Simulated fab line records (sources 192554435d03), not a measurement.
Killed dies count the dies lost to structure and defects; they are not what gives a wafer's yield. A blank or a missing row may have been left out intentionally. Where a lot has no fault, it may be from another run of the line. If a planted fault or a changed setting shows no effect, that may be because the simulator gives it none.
fab line records ; flow n5-finfet
record lots=4; wafers=12; last-day=17
route steps=1938 shown FIN_SAQP@114 FIN_CUT@154 BEOL_M4@1111 PASSIVATION@1936
lots that met no fault: from a run of the same line without faults
start-h: hours from the record's first day to the start of the lot's first wafer shown ; wait-h: hours from the lot's prior step to this one ; " same as the row above ; L1.1+2: one row covering several wafers at once ; - value missing, or start not given ; * or withheld: withheld ; < > ~ a bound
route shown NAME@n: NAME is a module with steps in the file, n the number in the route of the first one ; usual: average and standard deviation across the fault-free wafers ; same: alike in all rows ; chamber/n: place in a boat ; sites: the reading at each site ; _std_site: how widely they spread, as a standard deviation ; _edge_site: mean of outer sites minus mean of inner sites ; radius-mm: for every site, how far away it sits from the centre of the wafer ; mask NAME#n: copy n ; behind: the last tool/chamber to shape the wafer ; hold: reason for holding the lot/hours on hold/outcome of the hold ; device: transistor that didn't switch, given as n, p or np ; end of line: at the end of the route, the tests of the same wafers ; a step given without rows: its recipe and nothing more ; killed: dies that structure and defects cost at the first sort, which is not the same as the wafer's yield ; map: a wafer's dies, x killed, . not, _ none there
set.NAME: the setting that was run; set.NAME@STEP: the one run at that earlier step ; model.NAME: the simulator's own value behind a step, which no gauge read
lots seen at some steps along the route; tables by step, rows by wafer
services: a tool's chamber out of use, with start hour (start-h, from the record's first day; less than 0 if before it), hours out, and reason
## steps
# step N5_FIN_SAQP_DESCUM_21
# recipe chemistry=O2; time-s=7.9; source-power-w=50; bias-power-w=20; pressure-mtorr=20; rf-frequency-hz=2.712e+07; temp-c=40; resist=CAR-ArF; o2-flow-sccm=225
# step N5_FIN_SAQP_ETCH_51
# recipe chemistry=CF4; target=SiARC; target-depth-a=455; mask-material=CAR-ArF; time-s=75.8; ion-energy-ev=80; pressure-mtorr=40; source-w=545; bias-w=36; Ar_flow_sccm=100; cf4-flow-sccm=100; ends=cleared
# step N5_FIN_SAQP_ETCH_52
# recipe chemistry=N2/H2; target=SOC; target-depth-a=1000; overetch-a=200; mask-material=SiARC; temp-c=40; time-s=150; ion-energy-ev=200; pressure-mtorr=30; source-w=840; bias-w=150; n2-flow-sccm=200; h2-flow-sccm=200; ends=end-point
# step N5_FIN_SAQP_STRIP_53
# recipe chemistry=N2/H2; temp-c=40; n2-flow-sccm=200; h2-flow-sccm=200; rf-frequency-hz=6e+07
# step N5_FIN_SAQP_HM_OPEN_73
# recipe chemistry=CHF3/O2; target=SiO2; stop-on=a-Si; target-depth-a=120; over-etch-frac=1.8; mask-material=SOC; time-s=16.8; pressure-mtorr=30; source-w=650; bias-w=170; Ar_flow_sccm=200; CHF3_flow_sccm=50; O2_flow_sccm=5; ion-energy-ev=200; ends=end-point
# step N5_FIN_SAQP_STRIP_74
# recipe chemistry=CHF3/O2; resist=SiARC; rf-frequency-hz=6e+07
# step N5_FIN_SAQP_MANDREL_ETCH_22
# recipe target-depth-a=600; chemistry=HBr/Cl2; target=a-Si; stop-on=SiNx; bt-time-s=10; over-etch-frac=0.5; time-s=30; pressure-mtorr=10; icp-w=800; bias-w=75; HBr_flow_sccm=150; Cl2_flow_sccm=80; ends=end-point
# step N5_FIN_SAQP_STRIP_55
# recipe chemistry=N2/H2; power-w=500; temp-c=40; pressure-mtorr=50; rf-frequency-hz=6e+07; overash-fraction=0.3; bias-power-w=28; h2-frac=0.5; n2-flow-sccm=300; h2-flow-sccm=300
# step N5_FIN_SAQP_STRIP_23
# recipe chemistry=SPM; time-s=750; temp-c=130; h2so4-h2o2-vol-ratio=4
# step N5_FIN_SAQP_SRD_66
# recipe dry=ipa-marangoni; time-s=30; temp-c=23; rinse-liquid=diw
# step N5_FIN_SAQP_RECESS_75
# recipe chemistry=HF/NH3; target=SiO2; target-depth-a=144; afs-cycles=3; temp-c=30; sublimation-temp-c=180; sublimation-time-s=60
# step N5_FIN_SAQP_SPACER1_ALD_24
# recipe material=SiO2; target-thk-a=203; temp-c=300; ald-precursor-family=BDEAS; ald-co-reactant=O2-plasma; pulse-time-s=1; purge-time-s=2; co-reactant-purge-time-s=2; ald-cycles=218; pressure-torr=2
# usual ald-cycles=218/0; heater-power-w=468/39; precursor-pulse-height-rel=0.997/0.018
lot.wafer;tool;chamber;start-h;wait-h;ald-cycles;heater-power-w;precursor-pulse-height-rel;model.SiO2_of_FIN_SAQP_SPACER1_ALD_24.thk-nm
L655.3;ald-sin-02;0;23.09;0.1;218;461;1.034;20.2
L655.4;ald-sin-02;2;23.09;0.1;218;402;1.025;20.2
L655.6;ald-sin-02;1;23.09;0.1;218;417;1.006;20.2
L659.1;ald-sin-02;2;47.87;1.1;218;393;1.019;20.4
L659.2;ald-sin-02;1;47.87;1.1;345;425;0.980;32
L659.3;ald-sin-02;3;47.87;1.1;345;473;0.976;32
L661.2;ald-sin-02;0;59.51;0.6;345;461;0.974;32.2
L661.3;ald-sin-02;1;59.51;0.6;345;417;1.012;32.2
L661.6;ald-sin-02;1;59.51;0.6;218;412;1.029;20.2
L677.4;ald-sin-03;1;154.91;0.1;218;460;0.997;20.4
L677.5;ald-sin-03;0;154.91;0.1;218;491;1.003;20.2
L677.6;ald-sin-03;3;154.91;0.1;218;500;1.006;20.4
# step N5_FIN_SAQP_SPACER1_ETCHBACK_25
# recipe chemistry=CHF3/O2; mode=anisotropic-etchback; target=SiO2; target-depth-a=244; time-s=12.2; pressure-mtorr=30; source-w=650; bias-w=170; Ar_flow_sccm=200; CHF3_flow_sccm=50; O2_flow_sccm=5; ion-energy-ev=200
# step N5_FIN_SAQP_MANDREL1_REMOVE_56
# recipe chemistry=HBr/Cl2/O2; bt-time-s=10; target=a-Si; stop-on=SiNx; endpoint=OES-SiCl; over-etch-frac=1; icp-w=600; bias-w=22; HBr_flow_sccm=150; Cl2_flow_sccm=80; O2_flow_sccm=5; pressure-mtorr=10
# usual chamber-pressure-mTorr=10.000/0.0085; drypump-motor-current-A=5.4/0.42; mfc-cl2-sccm=80.05/0.26; oes-product-au=0.996/0.017; throttle-valve-pct=36.80/0.26
lot.wafer;tool;chamber;start-h;wait-h;chamber-pressure-mTorr;drypump-motor-current-A;mfc-cl2-sccm;oes-product-au;rf-hours-counter-h;throttle-valve-pct;model.FIN_SAQP.cd-nm
L655.3;rie-si-03;3;23.96;0.1;9.988;5.4;79.72;1.014;38;36.66;20
L655.4;rie-si-03;1;23.96;0.1;9.984;5.4;80.69;1.008;38;37.15;20.2
L655.6;rie-si-03;1;23.96;0.1;9.995;5.3;80.29;1.000;-;37.15;20.2
L659.1;rie-si-03;2;48.67;0.1;9.990;4.8;80.28;1.016;25;36.78;20.2
L659.2;rie-si-03;3;48.67;0.1;10.000;5.4;79.86;1.014;38;36.65;31.8
L659.3;rie-si-03;0;48.67;0.1;10.012;5.0;80.08;0.972;102;36.38;32
L661.2;rie-si-04;2;60.46;0.1;9.999;5.0;80.28;0.989;69;36.89;32.2
L661.3;rie-si-04;3;60.46;0.1;9.998;5.1;80.35;0.970;3;36.84;32
L661.6;rie-si-04;1;60.46;0.1;10.000;5.4;80.09;0.985;-;36.71;20.2
L677.4;rie-si-01;0;155.73;0.1;9.988;5.8;79.99;1.026;106;36.98;20.2
L677.5;rie-si-01;0;155.73;0.1;9.998;5.8;80.16;1.033;-;36.98;20.2
L677.6;rie-si-01;1;155.73;0.1;10.001;6.2;79.94;1.023;-;36.94;20.4
# step N5_FIN_SAQP_CD_MEAS_27
# recipe target-cd-nm=20; landing-energy-ev=1000; detector=se-inlens; polarity=line
# usual cd-nm=20.28/0.22
lot.wafer;tool;chamber;start-h;wait-h;cd-nm
L655.3;cd-sem-03;0;24.08;0.1;20.03
L655.4;cd-sem-03;0;24.08;0.1;20.26
L655.6;cd-sem-03;0;24.08;0.1;20.18
L659.1;cd-sem-02;0;48.78;0.1;20.28
L659.2;cd-sem-02;0;48.78;0.1;31.88
L659.3;cd-sem-02;0;48.78;0.1;31.97
L661.2;cd-sem-02;0;60.57;0.1;32.11
L661.3;cd-sem-02;0;60.57;0.1;32.17
L661.6;cd-sem-02;0;60.57;0.1;20.22
L677.4;cd-sem-02;0;155.85;0.1;20.46
L677.5;cd-sem-02;0;155.85;0.1;20.05
L677.6;cd-sem-02;0;155.85;0.1;20.37
# step N5_FIN_SAQP_ETCH_57
# recipe chemistry=CH3F/O2; target=SiNx; mask-material=SiO2; target-depth-a=325; time-s=46.4; pressure-mtorr=30; source-w=395; bias-w=73; Ar_flow_sccm=150; CH3F_flow_sccm=30; O2_flow_sccm=20; ion-energy-ev=120; ends=cleared
# step N5_FIN_SAQP_ETCH_65
# recipe chemistry=CF4; target=SiO2; target-depth-a=40; ion-energy-ev=350; time-s=4.4; pressure-mtorr=10; icp-w=800; bias-w=400; cf4-flow-sccm=80
# step N5_FIN_SAQP_MANDREL_ETCH_58
# recipe chemistry=HBr/Cl2; target=a-Si; target-depth-a=450; bt-time-s=10; stop-on=SiNx; mask-material=SiO2; over-etch-frac=0.8; time-s=27; pressure-mtorr=10; icp-w=800; bias-w=75; HBr_flow_sccm=150; Cl2_flow_sccm=80; ends=end-point
# step N5_FIN_SAQP_RECESS_63
# recipe chemistry=HF/NH3; target=SiO2; target-depth-a=180; afs-cycles=3; temp-c=30; sublimation-temp-c=180; sublimation-time-s=60
# step N5_FIN_SAQP_COAT_68
# recipe resist=SOC; temp-c=250; time-s=60; spin-rpm=1500; resist-thk-nm=100
# step N5_FIN_SAQP_ETCH_69
# recipe chemistry=N2/H2; target=SOC; target-depth-a=1500; stop-on=SiNx; ion-energy-ev=100; bias-w=61; pressure-mtorr=30; source-w=850; n2-flow-sccm=200; h2-flow-sccm=200
# step N5_FIN_SAQP_ETCH_67
# recipe chemistry=CH3F/O2; target=SiNx; target-depth-a=300; mask-material=SOC; pressure-mtorr=30; source-w=395; bias-w=73; Ar_flow_sccm=150; CH3F_flow_sccm=30; O2_flow_sccm=20; ion-energy-ev=120
# step N5_FIN_SAQP_STRIP_70
# recipe chemistry=N2/H2; power-w=500; temp-c=40; pressure-mtorr=50; rf-frequency-hz=6e+07; overash-fraction=0.3; bias-power-w=28; h2-frac=0.5; n2-flow-sccm=300; h2-flow-sccm=300
# step N5_FIN_SAQP_RECESS_71
# recipe chemistry=HF/NH3; target=SiO2; target-depth-a=30; afs-cycles=1; temp-c=30; sublimation-temp-c=180; sublimation-time-s=60
# step N5_FIN_SAQP_SPACER2_ALD_28
# recipe material=SiO2; target-thk-a=81; temp-c=300; ald-precursor-family=BDEAS; ald-co-reactant=O2-plasma; pulse-time-s=1; purge-time-s=2; co-reactant-purge-time-s=2; pressure-torr=2
# step N5_FIN_SAQP_SPACER2_ETCHBACK_29
# recipe chemistry=CHF3/O2; mode=anisotropic-etchback; target=SiO2; target-depth-a=122; time-s=6.1; pressure-mtorr=30; source-w=650; bias-w=170; Ar_flow_sccm=200; CHF3_flow_sccm=50; O2_flow_sccm=5; ion-energy-ev=200
# step N5_FIN_SAQP_MANDREL2_REMOVE_60
# recipe chemistry=HBr/Cl2/O2; bt-time-s=10; target=a-Si; stop-on=SiNx; endpoint=OES-SiCl; over-etch-frac=1; icp-w=600; bias-w=22; HBr_flow_sccm=150; Cl2_flow_sccm=80; O2_flow_sccm=5; pressure-mtorr=10
# step N5_FIN_SAQP_HM_OPEN_33
# recipe chemistry=CH3F/O2; target=SiNx; mask-material=SiO2; target-depth-a=494; time-s=70.6; pressure-mtorr=30; source-w=395; bias-w=73; Ar_flow_sccm=150; CH3F_flow_sccm=30; O2_flow_sccm=20; ion-energy-ev=120; ends=cleared
# step N5_FIN_SAQP_ETCH_34
# recipe chemistry=C4F6/O2; target=SiO2; target-depth-a=450; time-s=15; ion-energy-ev=250; pressure-mtorr=30; source-w=345; bias-w=185; Ar_flow_sccm=300; C4F6_flow_sccm=10; O2_flow_sccm=10; ends=cleared
# step N5_FIN_SAQP_STRIP_77
# recipe chemistry=N2/H2; time-s=90; power-w=100; temp-c=40; pressure-mtorr=100; rf-frequency-hz=6e+07; bias-power-w=3; n2-flow-sccm=300; h2-flow-sccm=300
# step N5_FIN_SAQP_ETCH_64
# recipe chemistry=CF4; target=SiO2; target-depth-a=15; ion-energy-ev=350; pressure-mtorr=10; icp-w=800; bias-w=400; cf4-flow-sccm=80
# step N5_FIN_SAQP_FIN_ETCH_36
# recipe chemistry=HBr/Cl2/O2; target-depth-a=1200; mask-material=SiNx; time-s=50.4; bias-w=102; pressure-mtorr=10; icp-w=800; HBr_flow_sccm=150; Cl2_flow_sccm=80; O2_flow_sccm=12
# step N5_FIN_SAQP_PRECLEAN_38
# recipe chemistry=O3/DIW; time-s=45; temp-c=22; o3-ppm=10
# step N5_FIN_SAQP_PRECLEAN_45
# recipe chemistry=dHF; time-s=10; dilution=500:1; temp-c=25
# step N5_FIN_SAQP_SRD_39
# recipe dry=ipa-marangoni; time-s=30; temp-c=23; rinse-liquid=diw
# step N5_FIN_CUT_COAT_18
# recipe resist=SOC; temp-c=250; time-s=60; spin-rpm=1500; resist-thk-nm=230
# step N5_BEOL_M4_RC_MEAS_101
# usual DIBL_N=36.5/1.4; DIBL_P=36.5/1.6; IOFF_N=0.163/0.022; IOFF_P=0.219/0.029; ION_N=675/8.3; ION_P=464/6.2; SS_N=71.5/0.52; SS_P=73.4/0.57; VT_N=249.7/2.6; VT_P=-250/3
lot.wafer;tool;chamber;start-h;wait-h;DIBL_N[mV/V];DIBL_P[mV/V];IOFF_N[nA/um];IOFF_P[nA/um];ION_N[uA/um];ION_P[uA/um];SS_N[mV/dec];SS_P[mV/dec];VT_N[mV];VT_P[mV]
L655.3;prober-02;0;165.29;0.7;36.7;35.8;0.147;0.195;672;460;71.0;72.1;252.0;-250
L655.4;prober-02;0;165.29;0.7;37.4;37.4;0.170;0.224;679;465;71.5;73.7;248.7;-248
L655.6;prober-02;0;165.29;0.7;36.9;36.6;0.160;0.207;668;462;71.7;73.0;249.6;-252
L661.6;prober-02;0;209.02;0.8;35.3;35.7;0.152;0.193;676;463;70.9;72.8;247.7;-252
L659.1;prober-02;0;211.17;0.0;38.2;38.6;0.206;0.228;694;472;72.3;73.5;246.4;-249
L677.4;prober-02;0;310.83;0.5;34.2;35.8;0.136;0.198;681;470;71.7;73.1;250.4;-252
L677.5;prober-02;0;310.83;0.5;34.4;36.2;0.140;0.202;674;467;71.6;72.8;251.3;-250
L677.6;prober-02;0;310.83;0.5;33.5;35.1;0.131;0.191;666;466;70.4;72.6;252.4;-252
# step N5_PASSIVATION_PROBE_49
# usual defect-limited-yield=91.2/1.6; killed_at_M0_to_M3=33/11; killed_at_M4_up=15/6.2; killed-at-contacts=15/7.1; killed-at-front-end=38/12; killed-at-other=4/3.5; killed-dies=104/19; killed-on-rim=14/4; killed-open=69/14; killed-short=34/8.5; sort_bin_5_function=5.2/0.99; sort_bin_6_memory=3.3/0.77; sort-n-pass=1076/19; sort-yield-pct=91.2/1.6
# same gross-dies=1180; killed-at-back-side=0; sort_bin_4_leakage[%]=0; sort_bin_8_speed[%]=0
lot.wafer;tool;chamber;start-h;wait-h;defect-limited-yield[%];killed_at_M0_to_M3;killed_at_M4_up;killed-at-contacts;killed-at-front-end;killed-at-other;killed-dies;killed-on-rim;killed-open;killed-short;sort_bin_5_function[%];sort_bin_6_memory[%];sort-n-pass;sort-yield-pct[%]
L661.2;prober-02;-;309.16;0.1;0;27;15;3;1134;1;1180;152;53;28;96.7;3.1;0;0
L661.3;prober-02;-;309.21;0.1;0;27;9;8;1131;5;1180;152;61;22;97.3;2.5;0;0
L659.2;prober-01;-;311.15;0.1;0;33;15;11;1121;0;1180;152;74;39;96.5;3.2;0;0
L659.3;prober-01;-;311.20;0.1;0;26;5;20;1128;1;1180;152;62;29;97.3;2.4;0;0
# killed by level:class
L661.2 FIN_SAQP:area-ald=1099 BEOL_M1:geometric-particle:open=10 STI_FIN_REVEAL:geometric-particle:open=8 GATE_CUT:geometric-particle:open=7 GATE_CUT:geometric-particle:short=6 BEOL_M4:geometric-particle:open=6 FIN_SAQP:geometric-particle:short=5 BEOL_M0_SAQP:geometric-particle:short=4
L661.3 FIN_SAQP:area-ald=1097 FIN_SAQP:geometric-particle:open=9 BEOL_M3:geometric-particle:open=9 BEOL_M2:geometric-particle:open=8 GATE_CUT:geometric-particle:open=7 MOL_CONTACT_COAG:geometric-particle:open=6 BEOL_M4:geometric-particle:open=6 GATE_CUT:geometric-particle:short=3
L659.2 FIN_SAQP:area-ald=1067 STI_FIN_REVEAL:geometric-particle:open=18 MOL_CONTACT_COAG:geometric-particle:open=9 FIN_SAQP:geometric-particle:short=8 BEOL_M0_SAQP:geometric-particle:short=8 BEOL_M3:geometric-particle:open=8 BEOL_M5:geometric-particle:open=6 FIN_SAQP:geometric-particle:open=5
L659.3 FIN_SAQP:area-ald=1089 MOL_CONTACT_COAG:geometric-particle:open=17 FIN_SAQP:geometric-particle:open=9 BEOL_M3:geometric-particle:open=8 STI_FIN_REVEAL:geometric-particle:open=7 STARTING-WAFER:geometric-particle:open=5 STI_FIN_REVEAL:geometric-particle:short=5 BEOL_M0_SAQP:geometric-particle:short=5
# map L659.2 (x killed, . not)
_________________xxxxxxxxxxxx________________
______________xxxxxxxxxxxxxxxxxx_____________
___________xxxxxxxxxxxxxxxxxxxxxxxx__________
__________xxxxxxxxxxxxxxxxxxxxxxxxxx_________
________xxxxxxxxxxxxxxxxxxxxxxxxxxxxxx_______
_______xxxxxxxxxxxxxxxxxxxxxxxxxxxxxxxx______
______xxxxxxxxxxxxxxxxxxxxxxxxxxxxxxxxxx_____
_____xxxxxxxxxxxxxxxxxxxxxxxxxxxxxxxxxxxx____
____xxxxxxxxxxxxxxxxxxxxxxxxxxxxxxxxxxxxxx___
___xxxxxxxxxxxxxxxxxxxxxxxxxxxxxxxxxxxxxxxx__
___xxxxxxxxxxxxxxxxxxxxxxxxxxxxxxxxxxxxxxxx__
__xxxxxxxxxxxxxxxxxxxxxxxxxxxxxxxxxxxxxxxxxx_
__xxxxxxxxxxxxxxxxxxxxxxxxxxxxxxxxxxxxxxxxxx_
_xxxxxxxxxxxxxxxxxxxxxxxxxxxxxxxxxxxxxxxxxxxx
_xxxxxxxxxxxxxxxxxxxxxxxxxxxxxxxxxxxxxxxxxxxx
_xxxxxxxxxxxxxxxxxxxxxxxxxxxxxxxxxxxxxxxxxxxx
_xxxxxxxxxxxxxxxxxxxxxxxxxxxxxxxxxxxxxxxxxxxx
_xxxxxxxxxxxxxxxxxxxxxxxxxxxxxxxxxxxxxxxxxxxx
_xxxxxxxxxxxxxxxxxxxxxxxxxxxxxxxxxxxxxxxxxxxx
_xxxxxxxxxxxxxxxxxxxxxxxxxxxxxxxxxxxxxxxxxxxx
_xxxxxxxxxxxxxxxxxxxxxxxxxxxxxxxxxxxxxxxxxxxx
__xxxxxxxxxxxxxxxxxxxxxxxxxxxxxxxxxxxxxxxxxx_
__xxxxxxxxxxxxxxxxxxxxxxxxxxxxxxxxxxxxxxxxxx_
___xxxxxxxxxxxxxxxxxxxxxxxxxxxxxxxxxxxxxxxx__
___xxxxxxxxxxxxxxxxxxxxxxxxxxxxxxxxxxxxxxxx__
____xxxxxxxxxxxxxxxxxxxxxxxxxxxxxxxxxxxxxx___
_____xxxxxxxxxxxxxxxxxxxxxxxxxxxxxxxxxxxx____
______xxxxxxxxxxxxxxxxxxxxxxxxxxxxxxxxxx_____
_______xxxxxxxxxxxxxxxxxxxxxxxxxxxxxxxx______
________xxxxxxxxxxxxxxxxxxxxxxxxxxxxxx_______
__________xxxxxxxxxxxxxxxxxxxxxxxxxx_________
___________xxxxxxxxxxxxxxxxxxxxxxxx__________
______________xxxxxxxxxxxxxxxxxx_____________
_________________xxxxxxxxxxxx________________
# map L661.2 (x killed, . not)
_________________xxxxxxxxxxxx________________
______________xxxxxxxxxxxxxxxxxx_____________
___________xxxxxxxxxxxxxxxxxxxxxxxx__________
__________xxxxxxxxxxxxxxxxxxxxxxxxxx_________
________xxxxxxxxxxxxxxxxxxxxxxxxxxxxxx_______
_______xxxxxxxxxxxxxxxxxxxxxxxxxxxxxxxx______
______xxxxxxxxxxxxxxxxxxxxxxxxxxxxxxxxxx_____
_____xxxxxxxxxxxxxxxxxxxxxxxxxxxxxxxxxxxx____
____xxxxxxxxxxxxxxxxxxxxxxxxxxxxxxxxxxxxxx___
___xxxxxxxxxxxxxxxxxxxxxxxxxxxxxxxxxxxxxxxx__
___xxxxxxxxxxxxxxxxxxxxxxxxxxxxxxxxxxxxxxxx__
__xxxxxxxxxxxxxxxxxxxxxxxxxxxxxxxxxxxxxxxxxx_
__xxxxxxxxxxxxxxxxxxxxxxxxxxxxxxxxxxxxxxxxxx_
_xxxxxxxxxxxxxxxxxxxxxxxxxxxxxxxxxxxxxxxxxxxx
_xxxxxxxxxxxxxxxxxxxxxxxxxxxxxxxxxxxxxxxxxxxx
_xxxxxxxxxxxxxxxxxxxxxxxxxxxxxxxxxxxxxxxxxxxx
_xxxxxxxxxxxxxxxxxxxxxxxxxxxxxxxxxxxxxxxxxxxx
_xxxxxxxxxxxxxxxxxxxxxxxxxxxxxxxxxxxxxxxxxxxx
_xxxxxxxxxxxxxxxxxxxxxxxxxxxxxxxxxxxxxxxxxxxx
_xxxxxxxxxxxxxxxxxxxxxxxxxxxxxxxxxxxxxxxxxxxx
_xxxxxxxxxxxxxxxxxxxxxxxxxxxxxxxxxxxxxxxxxxxx
__xxxxxxxxxxxxxxxxxxxxxxxxxxxxxxxxxxxxxxxxxx_
__xxxxxxxxxxxxxxxxxxxxxxxxxxxxxxxxxxxxxxxxxx_
___xxxxxxxxxxxxxxxxxxxxxxxxxxxxxxxxxxxxxxxx__
___xxxxxxxxxxxxxxxxxxxxxxxxxxxxxxxxxxxxxxxx__
____xxxxxxxxxxxxxxxxxxxxxxxxxxxxxxxxxxxxxx___
_____xxxxxxxxxxxxxxxxxxxxxxxxxxxxxxxxxxxx____
______xxxxxxxxxxxxxxxxxxxxxxxxxxxxxxxxxx_____
_______xxxxxxxxxxxxxxxxxxxxxxxxxxxxxxxx______
________xxxxxxxxxxxxxxxxxxxxxxxxxxxxxx_______
__________xxxxxxxxxxxxxxxxxxxxxxxxxx_________
___________xxxxxxxxxxxxxxxxxxxxxxxx__________
______________xxxxxxxxxxxxxxxxxx_____________
_________________xxxxxxxxxxxx________________
## services
tool;chamber;start-h;hours;kind
ald-sin-03;0;9.87;-;clean
ald-sin-03;1;9.87;-;clean
ald-sin-03;2;9.87;-;clean
ald-sin-03;3;9.87;-;clean
ald-sin-02;-;9.95;6.1;pm
rie-si-03;1;14.87;5.1;repair
rie-si-04;2;21.02;3.9;repair
rie-si-03;1;21.40;1.2;repair
rie-si-03;1;26.77;3.2;repair
rie-si-04;-;69.08;2.8;pm
ald-sin-02;-;85.65;14.0;pm
ald-sin-02;0;85.65;14.0;vent-cycle
ald-sin-02;1;85.65;14.0;vent-cycle
ald-sin-02;2;85.65;14.0;vent-cycle
ald-sin-02;3;85.65;14.0;vent-cycle
ald-sin-02;0;99.65;-;clean
ald-sin-02;1;99.65;-;clean
ald-sin-02;2;99.65;-;clean
ald-sin-02;3;99.65;-;clean
rie-si-04;-;102.65;4.3;pm
ald-sin-02;-;108.99;2.8;pm
rie-si-03;-;148.55;11.5;repair
rie-si-04;-;151.97;14.6;pm
## key
first-sign step=N5_FIN_SAQP_SPACER1_ALD_24; reading=ald-cycles; direction=up; sigmas=99+; usual=*; struck=*
effect step=N5_FIN_SAQP_CD_MEAS_27; reading=cd-nm; direction=up; sigmas=53; usual=20.28; struck=32.03
effect step=N5_PASSIVATION_PROBE_49; reading=sort_bin_5_function; direction=up; sigmas=93; usual=5.2; struck=96.9
model-effect step=N5_FIN_SAQP_SPACER1_ALD_24; value=SiO2_of_FIN_SAQP_SPACER1_ALD_24.thk-nm; without=20.3; struck=32.1
model-effect step=N5_FIN_SAQP_MANDREL1_REMOVE_56; value=FIN_SAQP.cd-nm; without=20.2; struck=32
more-kills-born-at N5_FIN_SAQP_SPACER1_ALD_24@ald-sin-02=4352
met-at N5_FIN_SAQP_SPACER1_ALD_24
struck-wafers L659.2,L659.3,L661.2,L661.3
later-rows-left-out L659.2,L659.3,L661.2,L661.3
onset-between 23.09 47.87
fault kind=process-parameter-drift; tool=ald-sin-02; chamber=-; onset-h=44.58; steps=N5_FIN_SAQP_SPACER1_ALD_24; channel=ald-cycles; offset=*; shape=step; end-h=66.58; scope=struck-wafers-only; acts-in=*; stated=*
# later-rows-left-out: the simulator's readings of these wafers behind a module that went badly wrong aren't trusted and aren't shown, but for the sort
